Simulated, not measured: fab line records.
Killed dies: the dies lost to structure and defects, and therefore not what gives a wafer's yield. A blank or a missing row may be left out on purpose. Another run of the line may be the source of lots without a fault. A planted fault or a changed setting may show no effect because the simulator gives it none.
Matching of chambers    flow nand-harc    rie-diel-08 running NHARC_P_M0_ETCH_34: 4 sister chambers
The step etches the open film in N2/H2, target depth 40 nm, overetch 12 nm, time 43.94 s. 8 wafers are shown with their chamber, then 8 later ones without.

== WAFERS PAIRED WITH THEIR CHAMBERS ==
wafer   chamber  showerhead-plenum-p-Torr (Torr)  drypump-motor-current-A (A)
L078.3  1        1.99                             5.5
L082.1  2        2.12                             6.0
L082.4  3        2.15                             6.4
L082.6  0        1.91                             5.8
L085.1  2        2.12                             5.9
L085.4  3        2.15                             6.4
L085.5  0        1.91                             5.8
L092.2  1        1.97                             5.5

== WAFERS WHOSE CHAMBER IS MISSING ==
wafer   showerhead-plenum-p-Torr (Torr)  drypump-motor-current-A (A)
L092.3  2.11                             5.9
L092.5  1.90                             5.8
L093.2  1.97                             5.4
L093.4  2.11                             5.9
L093.5  2.11                             5.9
L096.1  1.97                             5.5
L096.3  1.89                             5.8
L096.4  1.89                             5.8

== CHAMBER TAKEN BY EACH ==
wafer   from the rows above  in truth
L092.3  2                    2
L092.5  0                    0
L093.2  1                    1
L093.4  2                    2
L093.5  2                    2
L096.1  1                    1
L096.3  0                    0
L096.4  0                    0
Placed correctly: 8 of 8. Not placeable from these rows: 0. 0 placed wrongly.
How it was worked out, from the rows above alone: a wafer's distance from a chamber is the root of the sum, over the readings, of the square of ((its reading less the chamber's mean) divided by the reading's scatter). The wafer belongs to the nearest chamber; if the next one is less than 2 further off, it can't be placed. For every chamber, the mean is computed from those of its wafers that are shown. The scatter: the root of (the sum of the squares of (reading less its chamber's mean) over the shown wafers, divided by (wafers less chambers)).
